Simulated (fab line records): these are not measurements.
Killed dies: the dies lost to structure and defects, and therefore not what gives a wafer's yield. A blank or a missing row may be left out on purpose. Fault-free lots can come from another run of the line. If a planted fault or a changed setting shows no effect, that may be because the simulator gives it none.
fab line records -- flow nand-harc
record: lots: 11, wafers: 33, last-day: 24
route steps=1159 shown P_ZERO_WELL@19 P_GATE@124
lots that met no fault: taken from a fault-free run of the same line
start-h: hours from the record's opening day to when the first of the lot's shown wafers began -- wait-h: hours elapsed since this lot's preceding step -- " repeats the value in the row above -- L1.1+2: one row covering several wafers at once -- - no value, or no start was given -- * or withheld: withheld -- < > ~ a bound
route shown NAME@n: a module of which the file shows steps, and the number in the route of the first -- usual: mean and standard deviation over wafers with no fault -- same: alike in all rows -- chamber/n: place in a boat -- sites: the reading at each site -- _std_site: standard deviation across them -- _edge_site: outer sites' mean less inner sites' -- radius-mm: for every site, how far away it sits from the centre of the wafer -- mask NAME#n: copy n -- behind: the tool/chamber that last shaped the wafer -- hold: reason for holding the lot/hours on hold/outcome of the hold -- device: whichever transistor did not switch (one of n, p or np) -- end of line: tests run on the same wafers once the route is complete -- a step with no rows: only its recipe -- killed: not the wafer's yield, but the dies lost to structure and defects at the first sort -- map: per-die view of a wafer (x killed, . not killed, _ where there is no die)
set.NAME: the setting that was run; set.NAME@STEP: the one run at that earlier step -- model.NAME: the simulator's own value behind a step, which no gauge read
route steps across a sampled set of lots; one table per step, one row per wafer
services: the hour from which a tool's chamber was out of use, counted from the record's first day as start-h (under 0 if before that day), plus the number of hours and why
== steps ==
step: NHARC_P_ZERO_WELL_ETCH_63
recipe: target-depth-a: 1200, time-s: 40.1, hbr-flow-sccm: 150, cl2-flow-sccm: 50, rf-w: 400, icp-w: 400, bias-w: 100, chemistry: HBr/Cl2
usual: drypump-motor-current-A: 5.8/0.48, he-backside-leak-sccm: 2.9/0.33, oes-product-au: 1.004/0.0084, throttle-valve-pct: 26.405/0.0085
lot.wafer,tool,chamber,start-h,wait-h,drypump-motor-current-A,he-backside-leak-sccm,oes-product-au,rf-hours-counter-h,throttle-valve-pct
L755.4,rie-si-03,3,13.69,-,5.1,3.0,1.024,0.4,26.403
L755.5,rie-si-03,1,13.69,-,6.2,2.8,1.023,-,26.414
L755.6,rie-si-03,2,13.69,-,6.4,2.6,1.008,-,26.404
L756.1,rie-si-03,3,19.53,-,5.0,2.8,1.014,0.4,26.407
L756.5,rie-si-03,3,19.53,-,5.1,2.8,1.014,-,26.420
L756.6,rie-si-03,0,19.53,-,6.0,2.7,0.999,-,26.396
L757.3,rie-si-03,2,25.66,-,6.4,2.8,1.006,0.4,26.424
L757.5,rie-si-03,0,25.66,-,5.9,2.7,0.997,-,26.406
L757.6,rie-si-03,1,25.66,-,6.2,2.7,1.007,-,26.397
L758.1,rie-si-03,3,31.67,-,5.1,3.2,1.005,0.5,26.404
L758.2,rie-si-03,0,31.67,-,6.0,2.7,0.987,0.5,26.414
L758.4,rie-si-03,1,31.67,-,6.2,2.7,1.000,0.5,26.414
L759.4,rie-si-06,0,37.69,-,5.8,2.9,1.004,0.2,26.402
L759.6,rie-si-06,1,37.69,-,6.0,2.7,1.006,-,26.407
L759.5,rie-si-06,2,37.69,-,5.3,3.1,1.008,-,26.391
L767.1,rie-si-02,3,85.53,-,5.7,3.0,0.989,0.3,26.408
L767.3,rie-si-02,0,85.53,-,4.9,2.7,1.010,0.3,26.406
L767.6,rie-si-02,3,85.53,-,5.7,3.0,1.001,-,26.412
L769.3,rie-si-06,0,97.54,-,5.8,4.6,0.995,0.7,26.422
L769.1,rie-si-06,1,97.54,-,6.0,2.7,1.010,0.7,26.399
L769.6,rie-si-06,1,97.54,-,6.0,3.1,1.001,-,26.389
L770.4,rie-si-06,0,103.63,-,5.8,3.0,1.002,0.8,26.394
L770.6,rie-si-06,2,103.63,-,5.3,3.1,1.012,-,26.396
L770.5,rie-si-06,3,103.63,-,5.7,3.0,0.999,-,26.404
L772.4,rie-si-02,0,115.83,-,4.9,3.1,1.010,0.7,26.390
L772.1,rie-si-02,1,115.83,-,6.4,2.8,0.989,0.6,26.409
L772.3,rie-si-02,2,115.83,-,5.7,2.7,1.005,0.6,26.394
L775.2,rie-si-06,1,133.67,-,6.0,2.7,1.014,0.9,26.406
L775.4,rie-si-06,2,133.67,-,5.3,2.9,1.005,1.1,26.403
L775.1,rie-si-06,3,133.67,-,5.7,3.0,1.002,1.2,26.397
L776.4,rie-si-03,1,139.66,-,6.2,2.7,1.013,1.3,26.417
L776.3,rie-si-03,3,139.66,-,5.1,3.1,1.002,1.4,26.409
L776.6,rie-si-03,2,139.66,-,6.4,2.6,0.998,-,26.415
step: NHARC_P_ZERO_WELL_EXPOSE_21
recipe: na: 0.6, target-cd-nm: 720, dose-mj: 22.31, mask-id: P_NWELL
usual: exposure-dose-mJ-cm2: 22.309/0.023, stage-vel-mm-s: 500.00/0.26
lot.wafer,tool,chamber,start-h,wait-h,mask,exposure-dose-mJ-cm2,stage-vel-mm-s
L755.4,krf-scanner-02,0,14.46,-,P_NWELL#0,22.317,499.94
L755.5,krf-scanner-02,0,14.46,-,P_NWELL#0,22.281,500.22
L755.6,krf-scanner-02,0,14.46,-,P_NWELL#0,22.304,500.48
L756.1,krf-scanner-02,0,20.18,-,P_NWELL#0,22.296,500.29
L756.5,krf-scanner-02,0,20.18,-,P_NWELL#0,22.323,500.38
L756.6,krf-scanner-02,0,20.18,-,P_NWELL#0,22.294,500.06
L757.3,krf-scanner-03,0,26.46,-,P_NWELL#0,22.313,500.32
L757.5,krf-scanner-03,0,26.46,-,P_NWELL#0,22.298,500.19
L757.6,krf-scanner-03,0,26.46,-,P_NWELL#0,22.314,500.18
L758.1,krf-scanner-01,0,32.43,-,P_NWELL#0,22.382,499.75
L758.2,krf-scanner-01,0,32.43,-,P_NWELL#0,22.337,500.06
L758.4,krf-scanner-01,0,32.43,-,P_NWELL#0,22.337,500.06
L759.4,krf-scanner-03,0,38.44,-,P_NWELL_R1#0,22.341,500.11
L759.5,krf-scanner-03,0,38.44,-,P_NWELL_R1#0,22.335,499.98
L759.6,krf-scanner-03,0,38.44,-,P_NWELL_R1#0,22.334,500.14
L767.1,krf-scanner-02,0,86.31,-,P_NWELL#0,22.339,499.58
L767.3,krf-scanner-02,0,86.31,-,P_NWELL#0,22.330,499.85
L767.6,krf-scanner-02,0,86.31,-,P_NWELL#0,22.346,499.66
L769.1,krf-scanner-02,0,98.24,-,P_NWELL#0,22.271,499.78
L769.3,krf-scanner-02,0,98.24,-,P_NWELL#0,22.270,499.93
L769.6,krf-scanner-02,0,98.24,-,P_NWELL#0,22.302,500.52
L770.4,krf-scanner-03,0,104.44,-,P_NWELL#0,22.301,499.49
L770.5,krf-scanner-03,0,104.44,-,P_NWELL#0,22.263,499.77
L770.6,krf-scanner-03,0,104.44,-,P_NWELL#0,22.292,499.86
L772.1,krf-scanner-03,0,116.60,-,P_NWELL#0,22.296,499.72
L772.3,krf-scanner-03,0,116.60,-,P_NWELL#0,22.305,499.72
L772.4,krf-scanner-03,0,116.60,-,P_NWELL#0,22.290,499.65
L775.1,krf-scanner-03,0,134.43,-,P_NWELL#0,22.293,500.01
L775.2,krf-scanner-03,0,134.43,-,P_NWELL#0,22.307,499.93
L775.4,krf-scanner-03,0,134.43,-,P_NWELL#0,22.289,500.20
L776.3,krf-scanner-02,0,140.45,-,P_NWELL#0,22.308,500.03
L776.4,krf-scanner-02,0,140.45,-,P_NWELL#0,22.292,500.09
L776.6,krf-scanner-02,0,140.45,-,P_NWELL#0,22.304,499.78
step: NHARC_P_ZERO_WELL_CD_MEAS_24
recipe: target-cd-nm: 720, landing-energy-ev: 500
usual: cd-nm: 720.4/1.4
lot.wafer,tool,chamber,start-h,wait-h,cd-nm
L755.4,cd-sem-03,0,14.61,-,720.1
L755.5,cd-sem-03,0,14.61,-,720.5
L755.6,cd-sem-03,0,14.61,-,721.0
L756.1,cd-sem-03,0,20.33,-,720.7
L756.5,cd-sem-03,0,20.33,-,718.9
L756.6,cd-sem-03,0,20.33,-,721.0
L757.3,cd-sem-01,0,26.62,-,721.2
L757.5,cd-sem-01,0,26.62,-,721.4
L757.6,cd-sem-01,0,26.62,-,721.1
L758.1,cd-sem-01,0,32.58,-,721.0
L758.2,cd-sem-01,0,32.58,-,719.5
L758.4,cd-sem-01,0,32.58,-,722.3
L759.4,cd-sem-01,0,38.60,-,680.0
L759.5,cd-sem-01,0,38.60,-,682.7
L759.6,cd-sem-01,0,38.60,-,681.1
L767.1,cd-sem-02,0,86.46,-,722.3
L767.3,cd-sem-02,0,86.46,-,721.4
L767.6,cd-sem-02,0,86.46,-,719.5
L769.1,cd-sem-01,0,98.40,-,720.3
L769.3,cd-sem-01,0,98.40,-,720.3
L769.6,cd-sem-01,0,98.40,-,718.7
L770.4,cd-sem-03,0,104.58,-,718.7
L770.5,cd-sem-03,0,104.58,-,717.4
L770.6,cd-sem-03,0,104.58,-,721.4
L772.1,cd-sem-03,0,116.75,-,720.4
L772.3,cd-sem-03,0,116.75,-,721.8
L772.4,cd-sem-03,0,116.75,-,718.6
L775.1,cd-sem-02,0,134.58,-,719.0
L775.2,cd-sem-02,0,134.58,-,720.6
L775.4,cd-sem-02,0,134.58,-,720.2
L776.3,cd-sem-01,0,140.60,-,722.7
L776.4,cd-sem-01,0,140.60,-,723.5
L776.6,cd-sem-01,0,140.60,-,722.7
step: NHARC_P_ZERO_WELL_DESCUM_26
recipe: time-s: 3, o2-flow-sccm: 200, ar-flow-sccm: 0, bias-power-w: 0, chemistry: O2
usual: drypump-motor-current-A: 5.6/0.52, oes-product-au: 0.999/0.0098, rf-vpp-V: 57.9/0.92, showerhead-plenum-p-Torr: 1.94/0.078, throttle-valve-pct: 11.312/0.0091
lot.wafer,tool,chamber,start-h,wait-h,drypump-motor-current-A,oes-product-au,rf-hours-counter-h,rf-vpp-V,showerhead-plenum-p-Torr,throttle-valve-pct
L755.4,rie-diel-01,0,14.77,-,5.1,0.991,3.6,57.7,1.87,11.307
L755.6,rie-diel-01,3,14.77,-,5.2,0.998,-,56.5,1.89,11.312
L755.5,rie-diel-01,0,14.77,-,5.2,1.000,-,57.1,1.87,11.300
L756.1,rie-diel-01,1,20.53,-,6.5,0.990,3.6,57.0,1.97,11.309
L756.5,rie-diel-01,2,20.53,-,5.3,1.015,-,57.4,2.00,11.310
L756.6,rie-diel-01,3,20.53,-,5.2,1.000,-,58.4,1.89,11.325
L757.3,rie-diel-11,1,26.80,-,5.8,0.998,0.2,58.7,1.86,11.328
L757.6,rie-diel-11,3,26.80,-,5.3,1.002,-,59.4,2.02,11.312
L757.5,rie-diel-11,0,26.80,-,5.6,1.010,-,59.8,2.05,11.332
L758.2,rie-diel-01,1,32.74,-,6.5,1.001,4.2,58.2,1.97,11.317
L758.1,rie-diel-01,3,32.74,-,5.2,0.983,4.5,57.6,1.89,11.322
L758.4,rie-diel-01,2,32.74,-,5.3,1.001,-,57.8,2.00,11.315
L759.4,rie-diel-11,1,38.75,-,5.8,1.002,0.6,59.2,1.86,11.303
L759.5,rie-diel-11,1,38.75,-,5.8,1.010,-,56.3,1.86,11.300
L759.6,rie-diel-11,2,38.75,-,4.6,0.996,-,56.1,1.84,11.319
L767.3,rie-diel-11,2,86.62,-,4.7,0.985,4.0,58.5,1.84,11.297
L767.1,rie-diel-11,0,86.62,-,5.6,1.008,3.3,59.9,2.05,11.315
L767.6,rie-diel-11,2,86.62,-,4.7,0.996,-,56.6,1.84,11.335
L769.3,rie-diel-12,0,98.56,-,5.9,1.005,4.7,57.1,1.97,11.305
L769.1,rie-diel-12,3,98.56,-,6.1,0.977,5.0,57.6,1.99,11.318
L769.6,rie-diel-12,0,98.56,-,5.9,1.001,-,57.2,1.97,11.313
L770.6,rie-diel-11,0,104.79,-,5.7,1.002,-,57.4,2.05,11.305
L770.5,rie-diel-11,2,104.79,-,4.7,0.985,-,57.5,1.84,11.311
L770.4,rie-diel-11,3,104.79,-,5.3,0.994,-,57.2,2.02,11.322
L772.1,rie-diel-12,0,116.94,-,5.8,1.014,5.6,57.4,1.97,11.314
L772.4,rie-diel-12,2,116.94,-,5.8,1.007,5.8,57.7,1.82,11.307
L772.3,rie-diel-12,3,116.94,-,6.1,0.995,5.9,56.5,1.99,11.314
L775.2,rie-diel-01,1,134.74,-,6.5,0.982,11.9,56.6,1.97,11.316
L775.1,rie-diel-01,2,134.74,-,5.3,1.003,12.8,59.0,1.99,11.316
L775.4,rie-diel-01,3,134.74,-,5.2,1.003,13.2,57.3,1.88,11.307
L776.4,rie-diel-11,2,140.78,-,4.7,0.991,7.2,57.5,1.83,11.316
L776.3,rie-diel-11,3,140.78,-,5.3,1.009,6.9,59.3,2.02,11.304
L776.6,rie-diel-11,0,140.78,-,5.6,1.006,-,58.3,2.04,11.297
step: NHARC_P_GATE_DESCUM_13
recipe: time-s: 3, o2-flow-sccm: 200, ar-flow-sccm: 0, bias-power-w: 0, chemistry: O2
usual: drypump-motor-current-A: 5.9/0.35, oes-product-au: 0.999/0.0099, rf-vpp-V: 57.7/0.8, showerhead-plenum-p-Torr: 1.93/0.074, throttle-valve-pct: 11.313/0.0092
lot.wafer,tool,chamber,start-h,wait-h,drypump-motor-current-A,oes-product-au,rf-hours-counter-h,rf-vpp-V,showerhead-plenum-p-Torr,throttle-valve-pct
L755.4,rie-diel-07,0,73.23,-,5.6,1.001,4,58.3,1.98,11.304
L755.5,rie-diel-07,3,73.23,-,6.2,1.007,-,57.2,1.83,11.323
L755.6,rie-diel-07,0,73.23,-,5.6,1.005,-,58.4,1.98,11.313
L756.1,rie-diel-02,1,81.42,-,5.4,1.004,36,57.1,1.88,11.308
L756.6,rie-diel-02,2,81.42,-,5.2,0.994,-,57.2,1.91,11.314
L756.5,rie-diel-02,3,81.42,-,6.3,0.986,-,57.6,1.95,11.320
L757.3,rie-diel-02,1,89.01,-,5.4,1.004,39,56.4,1.87,11.309
L757.6,rie-diel-02,1,89.01,-,5.4,1.007,-,56.5,1.87,11.333
L757.5,rie-diel-02,2,89.01,-,5.2,1.007,-,58.3,1.91,11.297
L758.1,rie-diel-06,0,89.18,-,6.4,0.988,4,58.6,1.91,11.305
L758.4,rie-diel-06,1,89.18,-,6.0,1.013,5,58.0,1.79,11.316
L758.2,rie-diel-06,2,89.18,-,5.5,1.007,5,56.9,1.97,11.315
L759.4,rie-diel-07,0,95.54,-,5.6,1.017,7,56.7,1.97,11.309
L759.6,rie-diel-07,2,95.54,-,6.2,1.021,-,58.0,1.99,11.315
L759.5,rie-diel-07,3,95.54,-,6.2,1.008,-,58.0,1.83,11.305
L767.3,rie-diel-07,0,151.76,-,5.6,1.013,17,60.0,1.97,11.311
L767.1,rie-diel-07,3,151.76,-,6.2,0.992,18,56.8,1.83,11.313
L767.6,rie-diel-07,1,151.76,-,5.9,0.993,-,58.4,2.02,11.315
L769.1,rie-diel-07,2,151.92,-,6.2,1.007,16,58.1,1.99,11.341
L769.3,rie-diel-07,0,151.92,-,5.6,1.013,17,58.8,1.97,11.314
L769.6,rie-diel-07,2,151.92,-,6.2,1.005,-,58.2,1.99,11.318
L770.4,rie-diel-07,1,165.69,-,5.9,1.008,21,58.2,2.02,11.303
L770.5,rie-diel-07,0,165.69,-,5.6,1.010,-,59.0,1.97,11.303
L770.6,rie-diel-07,1,165.69,-,5.9,1.001,-,56.9,2.02,11.311
L772.3,rie-diel-07,3,174.86,-,6.2,1.011,21,57.7,1.83,11.323
L772.1,rie-diel-07,0,174.86,-,5.6,1.006,21,56.7,1.97,11.322
L772.4,rie-diel-07,1,174.86,-,5.8,1.004,23,56.8,2.02,11.309
L775.4,rie-diel-02,1,193.66,-,5.4,0.987,14,56.4,1.86,11.308
L775.2,rie-diel-02,2,193.66,-,5.2,0.995,14,58.3,1.90,11.322
L775.1,rie-diel-02,3,193.66,-,6.3,0.990,14,57.4,1.94,11.318
L776.3,rie-diel-07,2,200.19,-,6.2,0.998,26,58.4,1.99,11.307
L776.4,rie-diel-07,3,200.19,-,6.2,1.016,26,57.5,1.83,11.323
L776.6,rie-diel-07,3,200.19,-,6.2,1.015,-,57.3,1.83,11.316
== services ==
tool,chamber,start-h,hours,kind
krf-scanner-03,-,-4.00,4.0,pm
rie-si-06,-,6.00,9.0,pm
rie-diel-07,0,7.61,3.3,repair
rie-diel-11,-,12.50,9.0,pm
krf-scanner-03,-,13.81,0.5,repair
krf-scanner-03,-,18.16,4.3,repair
rie-si-03,3,25.46,1.7,repair
rie-diel-01,0,32.58,20.7,repair
krf-scanner-02,-,38.00,4.0,pm
rie-diel-07,-,51.20,9.0,pm
krf-scanner-03,-,100.43,0.6,repair
rie-diel-11,1,101.91,4.0,repair
krf-scanner-02,-,110.35,0.3,repair
krf-scanner-03,-,112.74,1.6,repair
rie-diel-11,1,123.24,2.7,repair
rie-diel-07,2,137.40,8.3,repair
rie-diel-01,-,137.92,9.0,pm
rie-si-03,-,155.00,9.0,pm
krf-scanner-03,-,168.00,4.0,pm
rie-si-06,-,183.00,9.0,pm
krf-scanner-03,-,183.18,1.6,repair
krf-scanner-03,-,186.36,5.0,repair
rie-diel-11,3,189.28,12.8,repair
rie-diel-11,-,189.50,9.0,pm
== key ==
first-sign: step: NHARC_P_ZERO_WELL_EXPOSE_21, reading: mask, direction: changed
effect: step: NHARC_P_ZERO_WELL_CD_MEAS_24, reading: cd-nm, direction: down, sigmas: 27, usual: 720.4, struck: 681.3
met-at NHARC_P_ZERO_WELL_EXPOSE_21
struck-lots L759
tester-left-out L759
not-acting-at NHARC_P_ZERO_WELL_ETCH_63,NHARC_P_ZERO_WELL_DESCUM_26,NHARC_P_GATE_DESCUM_13
onset-between 26.46 38.44
fault: kind: wrong-mask, tool: any, chamber: -, onset-h: 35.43, steps: NHARC_P_ZERO_WELL_EXPOSE_21, aux-copy: P_NWELL_R1#0, cd-offset-nm: -38.913, scope: struck-lots-only
tester-left-out: of these lots the tester's yield and bins aren't shown, on N5 and GAA mostly nor the transistor test; their killed dies are dies lost to structure and defects alone, not to doping, threshold or leakage, so they don't give the yield
